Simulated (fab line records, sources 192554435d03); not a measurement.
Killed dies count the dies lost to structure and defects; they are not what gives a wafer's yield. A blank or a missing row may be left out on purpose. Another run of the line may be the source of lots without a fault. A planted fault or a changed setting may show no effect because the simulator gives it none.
A lot that was struck, set against a sound lot / flow n5Finfet / 20 out of 1938 route steps
Sound: the wafers L829.2, L829.3, L829.5. Struck: wafer L823.6 (L823.2, L823.3, from the same lot, were not struck and are left out); the cause is given at the end.
For every step that has rows: the tool of each side, followed by ch and its chambers, followed by its first start. Under that, the readings that differ: sound wafers / struck wafers / difference of the means / sigmas: that difference in standard deviations of wafers without a fault.
alike: readings whose means differ by less than 2 such deviations, and words and numbers that are the same on both sides. not compared: withheld readings, readings that some wafer has no value for, bounds like >300 that may hide the same value, and numbers for which the record gives no deviation and whose values overlap.
Wherever a step has rows on one side only, a row that says differs or no value, or a row with sigmas, the two part there. Numbers that have no deviation but don't overlap get no sigmas and don't part them. Lack of a reading on every wafer of one side parts them only where that side has two or more wafers.

first, 6 steps without rows for these wafers: N5_BEOL_M4_COAT_05 (resist thk 30 nm); N5_BEOL_M4_EBR_07; N5_BEOL_M4_SOFTBAKE_06 (time 60 s); N5_BEOL_M4_EXPOSE_08 (exposes mask M4); N5_BEOL_M4_PEB_09 (peb time 60 s); N5_BEOL_M4_DEVELOP_10 (develop time 30 s).
N5_BEOL_M4_CD_MEAS_11 targets a cd of 16.79 nm.
  sound on cdSem-01 ch 0, day 11 04:31; struck on cdSem-01 ch 0, day 9 23:10
  alike: cdNm
N5_BEOL_M4_OVL_MEAS_12:
  sound on overlay-02 ch 0, day 11 04:33; struck on overlay-02 ch 0, day 9 23:11
  alike: M4_OVL
N5_BEOL_M4_INSPECT_13: inspects for defects (brightfield).
  struck on defectInspect-01, day 9 23:15; sound on defectInspect-01, day 11 04:36
  alike: rawDefectCount
N5_BEOL_M4_DESCUM_16: chemistry O2, time 7 s.
  sound on rieDiel-03 ch 0,2, day 11 04:38; struck on rieDiel-04 ch 3, day 9 23:17
reading=drypumpMotorCurrentA (A); sound=6.4 5.6 5.6; struck=4.9; difference=-1.0; sigmas=-2
reading=showerheadPlenumPTorr (Torr); sound=2.06 2.11 2.11; struck=1.98; difference=-0.11; sigmas=-2
  alike: oesProductAu, rfVppV, throttleValvePct
  not compared: rfHoursCounterH
N5_BEOL_M4_ETCH_74: etches underlayer in N2/H2, target depth 6.5 nm, time 5.2 s.
  sound on rieDiel-03 ch 0,2, day 11 04:40; struck on rieDiel-04 ch 3, day 9 23:19
reading=drypumpMotorCurrentA (A); sound=6.3 5.6 5.7; struck=4.9; difference=-1.0; sigmas=-2
reading=etchRfOnTimeS (s); sound=5.31 5.14 5.17; struck=5.47; difference=+0.26; sigmas=+2
  alike: oesProductAu, rfVppV, showerheadPlenumPTorr, throttleValvePct
  not compared: rfHoursCounterH
N5_BEOL_M4_ETCH_63: etches SiARC in CF4, target depth 15.6 nm, time 26 s.
  sound on rieDiel-03 ch 0,2, day 11 04:41; struck on rieDiel-04 ch 3, day 9 23:20
reading=drypumpMotorCurrentA (A); sound=6.3 5.6 5.6; struck=4.9; difference=-0.9; sigmas=-2
reading=showerheadPlenumPTorr (Torr); sound=2.13 2.16 2.16; struck=2.05; difference=-0.10; sigmas=-2
  alike: etchRfOnTimeS, oesProductAu, rfVppV, throttleValvePct
  not compared: rfHoursCounterH
N5_BEOL_M4_ETCH_64: etches SOC in N2/H2, target depth 75 nm, overetch 22.5 nm, time 121.9 s.
  sound on rieDiel-03 ch 0,2, day 11 04:43; struck on rieDiel-04 ch 3, day 9 23:22
reading=drypumpMotorCurrentA (A); sound=6.4 5.6 5.7; struck=5.0; difference=-0.9; sigmas=-2
reading=rfVppV (V); sound=523.1 525.3 525.7; struck=520.3; difference=-4.4; sigmas=-2
reading=model.SiARC_of_BEOL_M4_COAT_62.thkNm (nm); sound=6.6 6.2 6.2; struck=4.6; difference=-1.7; sigmas=
reading=model.BEOL_M4.cdOffsetNm (nm); sound=0 -0.4 -0.4; struck=0.6; difference=+0.9; sigmas=
  alike: oesProductAu, showerheadPlenumPTorr, throttleValvePct
  not compared: rfHoursCounterH
then, 2 steps without rows for these wafers: N5_BEOL_M4_STRIP_65 (strips in N2/H2); N5_BEOL_M4_STRIP_75 (strips in N2/H2).
N5_BEOL_M4_STRIP_66: strips in CF4.
  sound on rieDiel-03 ch 0,2, day 11 04:51; struck on rieDiel-04 ch 3, day 9 23:29
reading=drypumpMotorCurrentA (A); sound=6.4 5.6 5.6; struck=4.9; difference=-1.0; sigmas=-2
reading=rfVppV (V); sound=271.9 272.8 272.6; struck=267.8; difference=-4.6; sigmas=-3
reading=showerheadPlenumPTorr (Torr); sound=1.79 1.82 1.82; struck=1.71; difference=-0.10; sigmas=-3
  alike: oesProductAu, throttleValvePct
  not compared: rfHoursCounterH
N5_BEOL_M4_HM_OPEN_17: chemistry Cl2/BCl3, target TiN, target depth 20 nm, overetch 6 nm.
  sound on rieMetal-01 ch 0,1, day 11 04:53; struck on rieMetal-03 ch 1, day 9 23:34
reading=model.etch.depthNm (nm); sound=20.3 19.88 20.17; struck=15.25; difference=-4.87; sigmas=
reading=model.BEOL_M4.cdOffsetNm (nm); sound=-0.2 -0.4 -0.4; struck=0.6; difference=+0.9; sigmas=
  alike: drypumpMotorCurrentA, oesProductAu, throttleValvePct
  not compared: rfHoursCounterH
N5_BEOL_M4_STRIP_19: strips in O2.
  sound on rieDiel-01 ch 0,2,3, day 11 05:00; struck on rieDiel-03 ch 3, day 9 23:44
  alike: drypumpMotorCurrentA, oesProductAu, rfVppV, showerheadPlenumPTorr, throttleValvePct
  not compared: rfHoursCounterH
N5_BEOL_M4_RC_MEAS_101:
  sound on prober-01 ch 0, day 11 16:01; struck on prober-01 ch 0, day 10 09:52
  alike: DIBL_N, DIBL_P, IOFF_N, IOFF_P, ION_N, ION_P, SS_N, SS_P, VT_N, VT_P
-- a jump in the record: the struck wafers' starts before and after are 4 days apart (it breaks off in module BEOL_M4 and resumes in module PASSIVATION, where the first step shown is number 1936 of the route) --
N5_PASSIVATION_PROBE_49:
  struck on prober-02, day 14 16:05; sound on prober-02, day 15 17:17
reading=killedAtContacts; sound=17 16 23; struck=5; difference=-14; sigmas=-2
  alike: defectLimitedYield, killed_at_M0_to_M3, killed_at_M4_up, killedAtFrontEnd, killedAtOther, killedDies, killedOnRim, killedOpen, killedShort, sort_bin_5_function, sort_bin_6_memory, sortNPass, sortYieldPct

## WHERE THEY PART
At N5_BEOL_M4_DESCUM_16 first; at N5_PASSIVATION_PROBE_49 last (within this record only).

WHY: what had been put in by the simulator
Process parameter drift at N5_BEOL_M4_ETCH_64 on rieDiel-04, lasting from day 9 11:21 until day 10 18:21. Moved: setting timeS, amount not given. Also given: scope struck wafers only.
